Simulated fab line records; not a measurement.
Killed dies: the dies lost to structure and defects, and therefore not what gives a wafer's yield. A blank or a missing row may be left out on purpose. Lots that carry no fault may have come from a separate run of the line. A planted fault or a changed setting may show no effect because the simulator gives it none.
Which tool was responsible? :: flow nand harc :: Sampling: 12 lots, 36 wafers, 5 of 1159 route steps

== WHAT EACH GAUGE READ, for each wafer ==
NHARC_END_SORT_01.
lot: L955
measured: day 21 22:02
on: prober-02
defect limited yield (%): 94.7
killed at array: 31
killed at other: 2
killed at periphery: 3
killed dies: 36
killed open: 8
killed short: 1
sort_bin_2_pct (%): 1.8
sort_bin_3_pct (%): 0.44
sort_bin_4_pct (%): 3.1
sort n pass: 641
sort rim yield pct (%): 91.5
sort yield pct (%): 94.7

lot: L961
measured: day 23 11:52
on: prober-01
defect limited yield (%): 93.9 95.9 93.1
killed at array: 36 27 40
killed at other: 0 0 1
killed at periphery: 5 1 6
killed dies: 41 28 47
killed open: 5 3 6
killed short: 0 2 2
sort_bin_2_pct (%): 2.1 1.0 2.7
sort_bin_3_pct (%): 0.15 0.30 0
sort_bin_4_pct (%): 3.8 2.8 4.3
sort n pass: 636 649 630
sort rim yield pct (%): 89.6 95.3 91.5
sort yield pct (%): 93.9 95.9 93.1

lot: L963
measured: day 23 21:08
on: prober-02
defect limited yield (%): 97.5 97.5 96.9
killed at array: 15 13 20
killed at other: 0 1 0
killed at periphery: 2 3 1
killed dies: 17 17 21
killed open: 6 2 5
killed short: 1 3 2
sort_bin_2_pct (%): 0.9 1.0 1.0
sort_bin_3_pct (%): 0.15 0.15 0.15
sort_bin_4_pct (%): 1.5 1.3 1.9
sort n pass: 660 660 656
sort rim yield pct (%): 97.2 100.0 98.1
sort yield pct (%): 97.5 97.5 96.9

== TOOL THAT RAN EACH LOT (tool first, then ch and the chambers of the sampled wafers, then the start) ==
lot: L947
NHARC_A_BONDPAD_PVD_17: pvd sputter-03, day 19 00:56 or earlier
NHARC_THIN_TSV_ETCH_44: rie diel-11 ch 1,2,3, day 19 00:56
NHARC_THIN_TSV_PVD_19: pvd sputter-03, day 19 04:40 or earlier
NHARC_THIN_TSV_ANNEAL_52: rtp anneal-02 ch 0, day 19 04:40

lot: L951
NHARC_A_BONDPAD_PVD_17: pvd sputter-03, day 19 02:12 or earlier
NHARC_THIN_TSV_ETCH_44: rie diel-11 ch 0,3, day 19 02:12
NHARC_THIN_TSV_PVD_19: pvd sputter-03, day 19 05:54 or earlier
NHARC_THIN_TSV_ANNEAL_52: rtp anneal-01 ch 0, day 19 05:54

lot: L955
NHARC_A_BONDPAD_PVD_17: pvd sputter-02, day 20 22:08 or earlier
NHARC_THIN_TSV_ETCH_44: rie diel-02 ch 0,1,3, day 20 22:08
NHARC_THIN_TSV_PVD_19: pvd sputter-02, day 21 01:47 or earlier
NHARC_THIN_TSV_ANNEAL_52: rtp anneal-01 ch 0, day 21 01:47

lot: L959
NHARC_A_BONDPAD_PVD_17: pvd sputter-02, day 21 08:20 or earlier
NHARC_THIN_TSV_ETCH_44: rie diel-02 ch 1,2,3, day 21 08:20
NHARC_THIN_TSV_PVD_19: pvd sputter-03, day 21 12:01 or earlier
NHARC_THIN_TSV_ANNEAL_52: rtp anneal-01 ch 0, day 21 12:01

lot: L961
NHARC_A_BONDPAD_PVD_17: pvd sputter-03, day 22 15:12 or earlier
NHARC_THIN_TSV_ETCH_44: rie diel-01 ch 0,1,3, day 22 15:12
NHARC_THIN_TSV_PVD_19: pvd sputter-02, day 22 19:36 or earlier
NHARC_THIN_TSV_ANNEAL_52: rtp anneal-01 ch 0, day 22 19:36

lot: L963
NHARC_A_BONDPAD_PVD_17: pvd sputter-01, day 22 21:51 or earlier
NHARC_THIN_TSV_ETCH_44: rie diel-11 ch 1,3, day 22 21:51
NHARC_THIN_TSV_PVD_19: pvd sputter-02, day 23 01:44 or earlier
NHARC_THIN_TSV_ANNEAL_52: rtp anneal-01 ch 0, day 23 01:44

lot: L962
NHARC_A_BONDPAD_PVD_17: pvd sputter-02, day 22 22:55 or earlier
NHARC_THIN_TSV_ETCH_44: rie diel-01 ch 0,2,3, day 22 22:55
NHARC_THIN_TSV_PVD_19: pvd sputter-01, day 23 02:43 or earlier
NHARC_THIN_TSV_ANNEAL_52: rtp anneal-02 ch 0, day 23 02:43

lot: L964
NHARC_A_BONDPAD_PVD_17: pvd sputter-01, day 23 00:08 or earlier
NHARC_THIN_TSV_ETCH_44: rie diel-01 ch 0,2,3, day 23 00:08
NHARC_THIN_TSV_PVD_19: pvd sputter-01, day 23 03:46 or earlier
NHARC_THIN_TSV_ANNEAL_52: rtp anneal-02 ch 0, day 23 03:46

lot: L966
NHARC_A_BONDPAD_PVD_17: pvd sputter-03, day 23 14:44 or earlier
NHARC_THIN_TSV_ETCH_44: rie diel-11 ch 2,3, day 23 14:44
NHARC_THIN_TSV_PVD_19: pvd sputter-01, day 23 19:41 or earlier
NHARC_THIN_TSV_ANNEAL_52: rtp anneal-01 ch 0, day 23 19:41

lot: L965
NHARC_A_BONDPAD_PVD_17: pvd sputter-02, day 24 00:01 or earlier
NHARC_THIN_TSV_ETCH_44: rie diel-01 ch 0,3, day 24 00:01
NHARC_THIN_TSV_PVD_19: pvd sputter-02, day 24 03:49 or earlier
NHARC_THIN_TSV_ANNEAL_52: rtp anneal-02 ch 0, day 24 03:49

lot: L968
NHARC_A_BONDPAD_PVD_17: pvd sputter-01, day 24 09:13 or earlier
NHARC_THIN_TSV_ETCH_44: rie diel-11 ch 0,2,3, day 24 09:13
NHARC_THIN_TSV_PVD_19: pvd sputter-01, day 24 12:55 or earlier
NHARC_THIN_TSV_ANNEAL_52: rtp anneal-02 ch 0, day 24 12:55

lot: L969
NHARC_A_BONDPAD_PVD_17: pvd sputter-03, day 24 07:58 or earlier
NHARC_THIN_TSV_ETCH_44: rie diel-02 ch 1,2,3, day 24 07:58
NHARC_THIN_TSV_PVD_19: pvd sputter-03, day 24 11:56 or earlier
NHARC_THIN_TSV_ANNEAL_52: rtp anneal-02 ch 0, day 24 11:56
- NHARC_A_BONDPAD_PVD_17: deposits TaN, target thk 5 nm, time 8.06 s.
- NHARC_THIN_TSV_ETCH_44: etches the open film in CF4/O2, target depth 1594.2 nm, time 797.1 s.
- NHARC_THIN_TSV_PVD_19: deposits TaN, target thk 20 nm.
- NHARC_THIN_TSV_ANNEAL_52: time 90 s.

== AS READ BY THE TOOLS THEMSELVES (means over the sampled wafers that have a number; for cases with no such wafer, the mark the record gives instead) ==
NHARC_A_BONDPAD_PVD_17.
lot: L947
tool: pvd sputter-03
throttle valve pct (%): 30.1

lot: L951
tool: pvd sputter-03
throttle valve pct (%): 31.4

lot: L955
tool: pvd sputter-02
throttle valve pct (%): 29.6

lot: L959
tool: pvd sputter-02
throttle valve pct (%): 29.4

lot: L961
tool: pvd sputter-03
throttle valve pct (%): 30.6

lot: L963
tool: pvd sputter-01
throttle valve pct (%): 29.7

lot: L962
tool: pvd sputter-02
throttle valve pct (%): 30.1

lot: L964
tool: pvd sputter-01
throttle valve pct (%): 29.4

lot: L966
tool: pvd sputter-03
throttle valve pct (%): 30.2

lot: L965
tool: pvd sputter-02
throttle valve pct (%): 29.5

lot: L968
tool: pvd sputter-01
throttle valve pct (%): 28.6

lot: L969
tool: pvd sputter-03
throttle valve pct (%): 30.1

NHARC_THIN_TSV_ETCH_44.
lot: L947
tool: rie diel-11
cf4 flow sccm (sccm): 150.3
drypump motor current A (A): 6.3
oes product au (a.u.): 1.000
rf fwd power W (W): 299.8
rf vpp V (V): 797
showerhead plenum p Torr (Torr): 1.88
throttle valve pct (%): 16.909

lot: L951
tool: rie diel-11
cf4 flow sccm (sccm): 150.3
drypump motor current A (A): 6.0
oes product au (a.u.): 0.987
rf fwd power W (W): 299.3
rf vpp V (V): 798
showerhead plenum p Torr (Torr): 1.90
throttle valve pct (%): 16.911

lot: L955
tool: rie diel-02
cf4 flow sccm (sccm): 149.9
drypump motor current A (A): 5.5
oes product au (a.u.): 0.934
rf fwd power W (W): 262.9
rf vpp V (V): 796
showerhead plenum p Torr (Torr): 1.85
throttle valve pct (%): 16.912

lot: L959
tool: rie diel-02
cf4 flow sccm (sccm): 150.1
drypump motor current A (A): 5.6
oes product au (a.u.): 0.921
rf fwd power W (W): 263.1
rf vpp V (V): 797
showerhead plenum p Torr (Torr): 1.89
throttle valve pct (%): 16.913

lot: L961
tool: rie diel-01
cf4 flow sccm (sccm): 150.1
drypump motor current A (A): 5.9
oes product au (a.u.): 0.992
rf fwd power W (W): 299.5
rf vpp V (V): 797
showerhead plenum p Torr (Torr): 1.86
throttle valve pct (%): 16.922

lot: L963
tool: rie diel-11
cf4 flow sccm (sccm): 150.1
drypump motor current A (A): 6.1
oes product au (a.u.): 0.987
rf fwd power W (W): 299.6
rf vpp V (V): 798
showerhead plenum p Torr (Torr): 1.89
throttle valve pct (%): 16.915

lot: L962
tool: rie diel-01
cf4 flow sccm (sccm): 150.5
drypump motor current A (A): 6.0
oes product au (a.u.): 1.000
rf fwd power W (W): 300.1
rf vpp V (V): 795
showerhead plenum p Torr (Torr): 1.84
throttle valve pct (%): 16.917

lot: L964
tool: rie diel-01
cf4 flow sccm (sccm): 149.9
drypump motor current A (A): 6.0
oes product au (a.u.): 1.007
rf fwd power W (W): 300.4
rf vpp V (V): 794
showerhead plenum p Torr (Torr): 1.84
throttle valve pct (%): 16.913

lot: L966
tool: rie diel-11
cf4 flow sccm (sccm): 150.1
drypump motor current A (A): 6.6
oes product au (a.u.): 0.978
rf fwd power W (W): 299.7
rf vpp V (V): 798
showerhead plenum p Torr (Torr): 1.87
throttle valve pct (%): 16.914

lot: L965
tool: rie diel-01
cf4 flow sccm (sccm): 150.2
drypump motor current A (A): 5.6
oes product au (a.u.): 0.991
rf fwd power W (W): 299.2
rf vpp V (V): 793
showerhead plenum p Torr (Torr): 1.81
throttle valve pct (%): 16.919

lot: L968
tool: rie diel-11
cf4 flow sccm (sccm): 149.6
drypump motor current A (A): 6.0
oes product au (a.u.): 0.981
rf fwd power W (W): 299.3
rf vpp V (V): 797
showerhead plenum p Torr (Torr): 1.89
throttle valve pct (%): 16.915

lot: L969
tool: rie diel-02
cf4 flow sccm (sccm): 150.3
drypump motor current A (A): 5.6
oes product au (a.u.): 0.993
rf fwd power W (W): 299.4
rf vpp V (V): 798
showerhead plenum p Torr (Torr): 1.89
throttle valve pct (%): 16.913

NHARC_THIN_TSV_PVD_19.
lot: L947
tool: pvd sputter-03
throttle valve pct (%): 30.2

lot: L951
tool: pvd sputter-03
throttle valve pct (%): 29.9

lot: L955
tool: pvd sputter-02
throttle valve pct (%): 29.4

lot: L959
tool: pvd sputter-03
throttle valve pct (%): 30.4

lot: L961
tool: pvd sputter-02
throttle valve pct (%): 29.2

lot: L963
tool: pvd sputter-02
throttle valve pct (%): 29.2

lot: L962
tool: pvd sputter-01
throttle valve pct (%): 29.3

lot: L964
tool: pvd sputter-01
throttle valve pct (%): 29.3

lot: L966
tool: pvd sputter-01
throttle valve pct (%): 29.4

lot: L965
tool: pvd sputter-02
throttle valve pct (%): 30.0

lot: L968
tool: pvd sputter-01
throttle valve pct (%): 28.9

lot: L969
tool: pvd sputter-03
throttle valve pct (%): 30.8

NHARC_THIN_TSV_ANNEAL_52.
lot: L947
tool: rtp anneal-02
wafer_temp_C_max: 225.9

lot: L951
tool: rtp anneal-01
wafer_temp_C_max: 225.9

lot: L955
tool: rtp anneal-01
wafer_temp_C_max: 226.0

lot: L959
tool: rtp anneal-01
wafer_temp_C_max: 226.0

lot: L961
tool: rtp anneal-01
wafer_temp_C_max: 226.2

lot: L963
tool: rtp anneal-01
wafer_temp_C_max: 226.2

lot: L962
tool: rtp anneal-02
wafer_temp_C_max: 225.5

lot: L964
tool: rtp anneal-02
wafer_temp_C_max: 226.0

lot: L966
tool: rtp anneal-01
wafer_temp_C_max: 226.2

lot: L965
tool: rtp anneal-02
wafer_temp_C_max: 226.0

lot: L968
tool: rtp anneal-02
wafer_temp_C_max: 225.4

lot: L969
tool: rtp anneal-02
wafer_temp_C_max: 225.7

== THE ANSWER, worked out from the rows above alone ==
Rule: the usual values come from the lots themselves. Put in order of their means at a reading, lots are off if they are a third of the lots or fewer, leave a main group of 4 or more, and stand apart from it by a gap of 3 or more times the standard deviation of the main group's means; of several such gaps the widest counts. If all means in a main group match to the digits the tables above print for the reading, that group is not used. Also off: a lot with no number at a reading for which 4 or more lots have one. The other lots that the step has rows for count as sound. The gauges are gone through in route order, then the tools' own readings, and for those a lot's mean is taken as printed above. At the first step where some lot is off, the reading lying furthest off is the one used; lots without a number count as furthest.
Off: L955, L959 (NHARC_THIN_TSV_ETCH_44, rf fwd power W). Main group: mean 299.6 W, sd 0.36.
If a tool, at that step or one of the process steps before it, ran each lot that is off and ran no sound lot following the first of them, it fits. NHARC_A_BONDPAD_PVD_17 gives no start for some lots, so the hours and the order of its lots are those of NHARC_THIN_TSV_ETCH_44. None of those tried fits.

== WHAT HAD BEEN PUT IN BY THE SIMULATOR ==
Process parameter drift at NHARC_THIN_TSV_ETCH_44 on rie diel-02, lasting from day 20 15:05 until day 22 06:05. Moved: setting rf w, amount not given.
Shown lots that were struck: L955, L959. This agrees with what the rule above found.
